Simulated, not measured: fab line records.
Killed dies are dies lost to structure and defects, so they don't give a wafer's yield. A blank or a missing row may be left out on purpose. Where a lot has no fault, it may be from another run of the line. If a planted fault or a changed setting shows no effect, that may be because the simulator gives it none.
The tool behind it: which one?	flow nandHarc	9 lots with 27 wafers sampled at 5 steps, on a route of 1302 steps

== WHAT THE GAUGES SHOWED, per wafer ==
NHARC_END_WLT_00.
lot	measured	on	VT_DECK2_TOP_INNER
L299	day 25 12:45	prober-01	0.890 0.900 0.898
L300	day 26 00:45	prober-02	0.904 0.899 0.891
L302	day 26 16:26	prober-01	0.909 0.895 0.897
L304	day 27 05:49	prober-02	0.898 0.901 0.899
L314	day 31 14:01	prober-02	5.976 6.021 6.004 6.013 5.982 5.984
L315	day 32 00:54	prober-01	5.994 5.966 5.963 5.995 5.982 5.996
L316	day 32 08:06	prober-01	5.999 5.983 5.960 6.042 5.989 5.972
L320	day 33 18:48	prober-02	0.905 0.908 0.899
L321	day 34 07:02	prober-02	0.898 0.890 0.896

== WHICH TOOL RAN EACH LOT (tool, then ch and the chambers of the sampled wafers, then the start) ==
lot	NHARC_A_CHANNEL_HOLE_D1_ETCH_19	NHARC_A_CHANNEL_HOLE_D1_ETCH_26	NHARC_A_CHANNEL_HOLE_D1_ETCH_44	NHARC_A_CHANNEL_FILL_D1_ALD_03
L299	harEtch-01 ch 0,1, day 9 05:11	harEtch-01 ch 0,1, day 9 08:56	rieDiel-12 ch 0,1,2, day 9 09:53	aldSinBatch-01 ch 0, day 9 13:49
L300	harEtch-01 ch 0,1, day 9 21:57	harEtch-01 ch 0,1, day 10 01:46	rieDiel-12 ch 0,2,3, day 10 02:43	aldSinBatch-02 ch 0, day 10 07:19
L302	harEtch-01 ch 0,1, day 10 08:28	harEtch-01 ch 0,1, day 10 12:14	rieDiel-03 ch 1,3, day 10 13:12	aldSinBatch-02 ch 0, day 10 21:00
L304	harEtch-02 ch 0,1, day 10 23:07	harEtch-02 ch 0,1, day 11 02:56	rieDiel-06 ch 0,2,3, day 11 03:47	aldSinBatch-01 ch 0, day 11 08:50
L314	harEtch-01 ch 0,1, day 15 14:32	harEtch-01 ch 0,1, day 15 18:18	rieDiel-06 ch 0,1,2, day 15 19:15	aldSinBatch-01, day 16 00:18
L315	harEtch-01 ch 0,1, day 15 22:29	harEtch-01 ch 0,1, day 16 02:18	rieDiel-12 ch 1,2, day 16 03:11	aldSinBatch-02, day 16 07:49
L316	harEtch-01 ch 0,1, day 16 02:37	harEtch-01 ch 0,1, day 16 06:22	rieDiel-03 ch 0,2, day 16 07:22	aldSinBatch-02, day 16 13:53
L320	harEtch-02 ch 0, day 18 02:41	harEtch-02 ch 0, day 18 06:28	rieDiel-12 ch 0,2, day 18 07:25	aldSinBatch-01 ch 0, day 18 12:02
L321	harEtch-01 ch 0,1, day 18 14:41	harEtch-01 ch 0,1, day 18 18:28	rieDiel-12 ch 1,2,3, day 18 19:25	aldSinBatch-01 ch 0, day 18 22:02
- NHARC_A_CHANNEL_HOLE_D1_ETCH_19: etches the open film in C4F8/O2/Ar, time 34.5 s.
- NHARC_A_CHANNEL_HOLE_D1_ETCH_26: etches the open film in C4F8/O2/Ar, time 224.1 s, target depth 300 nm.
- NHARC_A_CHANNEL_HOLE_D1_ETCH_44: etches the open film in CF4/O2, target depth 140 nm, overetch 14 nm, time 77 s.
- NHARC_A_CHANNEL_FILL_D1_ALD_03: deposits SiNx, target thk 6 nm, pulse time 60 s, ald cycles 58.

== THE ANSWER, worked out from the rows above alone ==
Rule: usual is defined by the lots themselves. The widest of any qualifying gaps counts: lots, ordered by their means at a reading, are off when they make up no more than a third of the lots, leave a main group of 4 or more, and stand apart from it by 3 or more times the standard deviation of that group's means. A main group whose means are all the same, to the digits that the tables above print for the reading, isn't used. Also off: a lot with no number at a reading for which 4 or more lots have one. Any other lot the step has rows for is counted as sound.
Off: at NHARC_END_WLT_00 (VT_DECK2_TOP_INNER), L314, L315, L316. The main group has a mean of 0.899 with a standard deviation of 0.003.
If a tool, at a process step before that reading, ran all the lots that are off and no sound lot after the first of them, it fits. Gauges at NHARC_END_WLT_00: tried the same way as those tools. Of those tried, none fits.

== WHAT WAS PUT IN BY THE SIMULATOR ==
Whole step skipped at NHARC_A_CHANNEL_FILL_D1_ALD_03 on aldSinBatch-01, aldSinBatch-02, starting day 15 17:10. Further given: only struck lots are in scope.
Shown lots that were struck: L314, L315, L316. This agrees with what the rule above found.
